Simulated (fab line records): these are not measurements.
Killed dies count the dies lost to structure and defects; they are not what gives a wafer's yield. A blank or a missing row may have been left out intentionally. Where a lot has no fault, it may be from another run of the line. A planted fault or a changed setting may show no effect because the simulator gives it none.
Which tool did it? | flow nand_harc | 39 wafers from 13 lots sampled at 6 of the route's 1159 steps

## WHAT THE GAUGES READ, wafer by wafer
NHARC_A_ONON_D1_THK_MEAS_02: measures by ellipsometry.
lot  | measured     | on            | thk_nm (nm)
L835 | day 8 06:38  | film_metro-01 | 1001 1002 1003
L836 | day 8 06:38  | film_metro-01 | 1006 1008 1006
L838 | day 8 20:10  | film_metro-02 | 998 998 1000
L837 | day 8 20:13  | film_metro-01 | 987 988 988
L839 | day 9 10:25  | film_metro-02 | 999 999 997
L840 | day 9 10:46  | film_metro-01 | 995 993 994
L842 | day 9 21:14  | film_metro-01 | 1015 1014 1016
L843 | day 10 07:22 | film_metro-02 | 1018 1015 1016
L848 | day 11 08:07 | film_metro-02 | 1006 1006 1004
L849 | day 11 17:39 | film_metro-01 | 994 996 994
L851 | day 12 01:12 | film_metro-01 | 1005 1003 1002
L856 | day 13 01:03 | film_metro-02 | 1011 1012 1012
L855 | day 13 06:43 | film_metro-02 | 1008 1008 1006

NHARC_A_ONON_D1_THK_MEAS_24: measures by ellipsometry.
lot  | measured     | on            | thk_nm (nm)
L835 | day 8 17:09  | film_metro-02 | 1005 1007 1004
L836 | day 8 17:08  | film_metro-01 | 997 997 997
L838 | day 9 06:38  | film_metro-01 | 1006 1006 1005
L837 | day 9 06:37  | film_metro-02 | 987 989 987
L839 | day 9 20:56  | film_metro-02 | 991 993 993
L840 | day 9 20:53  | film_metro-01 | 1014 1014 1014
L842 | day 10 08:00 | film_metro-02 | 1011 1011 1013
L843 | day 10 18:00 | film_metro-01 | 996 994 996
L848 | day 11 19:02 | film_metro-02 | 997 995 997
L849 | day 12 04:52 | film_metro-01 | 984 984 984
L851 | day 12 11:45 | film_metro-01 | 989 990 988
L856 | day 13 14:10 | film_metro-02 | 1007 1004 1006
L855 | day 13 17:18 | film_metro-02 | 1009 1008 1008

NHARC_A_ONON_D1_THK_MEAS_27: measures by ellipsometry.
lot  | measured     | on            | thk_nm (nm)
L835 | day 8 17:43  | film_metro-02 | 991 990 989
L836 | day 8 17:42  | film_metro-01 | 987 986 988
L838 | day 9 07:12  | film_metro-01 | 987 986 986
L837 | day 9 07:12  | film_metro-02 | 1007 1008 1007
L839 | day 9 21:34  | film_metro-02 | 1011 1011 1010
L840 | day 9 21:27  | film_metro-02 | 1007 1008 1010
L842 | day 10 08:34 | film_metro-02 | 581 1002 578
L843 | day 10 18:34 | film_metro-01 | 992 991 567
L848 | day 11 19:36 | film_metro-01 | 1008 1009 1007
L849 | day 12 05:26 | film_metro-01 | 1001 999 1000
L851 | day 12 12:19 | film_metro-02 | 999 998 1000
L856 | day 13 14:44 | film_metro-02 | 991 990 987
L855 | day 13 17:52 | film_metro-02 | 1003 1001 1003

NHARC_END_SORT_01.
lot  | measured     | on        | killed_at_array | killed_at_other | killed_at_periphery | killed_dies | killed_open | killed_short
L842 | day 21 16:27 | prober-02 | 674 29 673      | 1 0 2           | 2 2 2               | 677 31 677  | 5 5 5       | 2 2 2
L843 | day 21 19:40 | prober-01 | 24 28 671       | 0 0 0           | 8 8 6               | 32 36 677   | 5 2 5       | 2 1 3

## EACH LOT AND THE TOOL THAT RAN IT (in order: tool; ch and the chambers of the sampled wafers; start)
lot  | NHARC_A_ONON_D1_DEP_25           | NHARC_A_CHANNEL_HOLE_D1_DEP_01
L835 | pecvd_onon-02 ch 0, day 8 17:23  | pecvd-03 ch 0,1,2, day 8 21:47
L836 | pecvd_onon-04 ch 0, day 8 17:12  | pecvd-02 ch 0,1,2, day 8 21:34
L838 | pecvd_onon-02 ch 0, day 9 06:41  | pecvd-02 ch 0,2, day 9 10:27
L837 | pecvd_onon-04 ch 0, day 9 06:44  | pecvd-03 ch 1,2, day 9 10:56
L839 | pecvd_onon-01 ch 0, day 9 21:08  | pecvd-02 ch 1,2, day 10 01:58
L840 | pecvd_onon-04 ch 0, day 9 20:59  | pecvd-02 ch 0,1, day 10 00:39
L842 | pecvd_onon-04 ch 0, day 10 08:04 | pecvd-04 ch 2, day 10 12:59
L843 | pecvd_onon-04 ch 0, day 10 18:14 | pecvd-04 ch 0,2, day 11 00:29
L848 | pecvd_onon-02 ch 0, day 11 19:12 | pecvd-03 ch 1,2, day 11 23:28
L849 | pecvd_onon-02 ch 0, day 12 04:55 | pecvd-04 ch 0,1, day 12 09:52
L851 | pecvd_onon-01 ch 0, day 12 11:49 | pecvd-03 ch 0,1,2, day 12 15:34
L856 | pecvd_onon-04 ch 0, day 13 14:20 | pecvd-03 ch 0,1, day 13 17:50
L855 | pecvd_onon-02 ch 0, day 13 17:22 | pecvd-02 ch 1,2, day 13 20:59
- NHARC_A_ONON_D1_DEP_25: target thk 1000 nm.
- NHARC_A_CHANNEL_HOLE_D1_DEP_01: deposits SiON, target thk 140 nm.

## WHAT THE TOOLS THEMSELVES READ (means of the sampled wafers that have a number; where no wafer has one, the mark that the record gives instead)
NHARC_A_ONON_D1_DEP_25.
lot  | tool          | n2_flow_sccm (sccm) | sih4_flow_sccm (sccm)
L835 | pecvd_onon-02 | 2760                | 209.8
L836 | pecvd_onon-04 | 2752                | 210.6
L838 | pecvd_onon-02 | 2757                | 210.0
L837 | pecvd_onon-04 | 2754                | 210.0
L839 | pecvd_onon-01 | 2755                | 209.6
L840 | pecvd_onon-04 | 2746                | 209.4
L842 | pecvd_onon-04 | 2742                | 210.4
L843 | pecvd_onon-04 | 2747                | 210.0
L848 | pecvd_onon-02 | 2746                | 210.8
L849 | pecvd_onon-02 | 2750                | 209.4
L851 | pecvd_onon-01 | 2738                | 209.8
L856 | pecvd_onon-04 | 2742                | 210.4
L855 | pecvd_onon-02 | 2758                | 210.5

NHARC_A_CHANNEL_HOLE_D1_DEP_01.
lot  | tool     | heater_power_w (W)
L835 | pecvd-03 | 785
L836 | pecvd-02 | 732
L838 | pecvd-02 | 643
L837 | pecvd-03 | 715
L839 | pecvd-02 | 796
L840 | pecvd-02 | 746
L842 | pecvd-04 | 831
L843 | pecvd-04 | 742
L848 | pecvd-03 | 706
L849 | pecvd-04 | 760
L851 | pecvd-03 | 700
L856 | pecvd-03 | 731
L855 | pecvd-02 | 825

## THE ANSWER, worked out from the rows above alone
Rule: what is usual is taken from the lots themselves. The widest of any qualifying gaps counts: lots, ordered by their means at a reading, are off when they make up no more than a third of the lots, leave a main group of 4 or more, and stand apart from it by 3 or more times the standard deviation of that group's means. Not used: any main group whose means are identical at the precision the tables above print for the reading. Also off: a lot with no number at a reading for which 4 or more lots have one. Where the step has rows for the other lots, those lots are counted as sound. Order of review: gauges by route order, followed by the tools' own readings, for which a lot's mean as printed above is used. At the first step where some lot is off, the reading lying furthest off is the one used; lots without a number count as furthest.
Off: L842, L843, at NHARC_A_ONON_D1_THK_MEAS_27 (thk_nm). The main group has a mean of 999 nm with a standard deviation of 8.9.
If a tool, at a process step before that reading, ran all the lots that are off and no sound lot after the first of them, it fits. The gauges at NHARC_A_ONON_D1_THK_MEAS_27 are tried like those tools. No candidate that was tried fits.

## WHAT WAS PUT IN BY THE SIMULATOR
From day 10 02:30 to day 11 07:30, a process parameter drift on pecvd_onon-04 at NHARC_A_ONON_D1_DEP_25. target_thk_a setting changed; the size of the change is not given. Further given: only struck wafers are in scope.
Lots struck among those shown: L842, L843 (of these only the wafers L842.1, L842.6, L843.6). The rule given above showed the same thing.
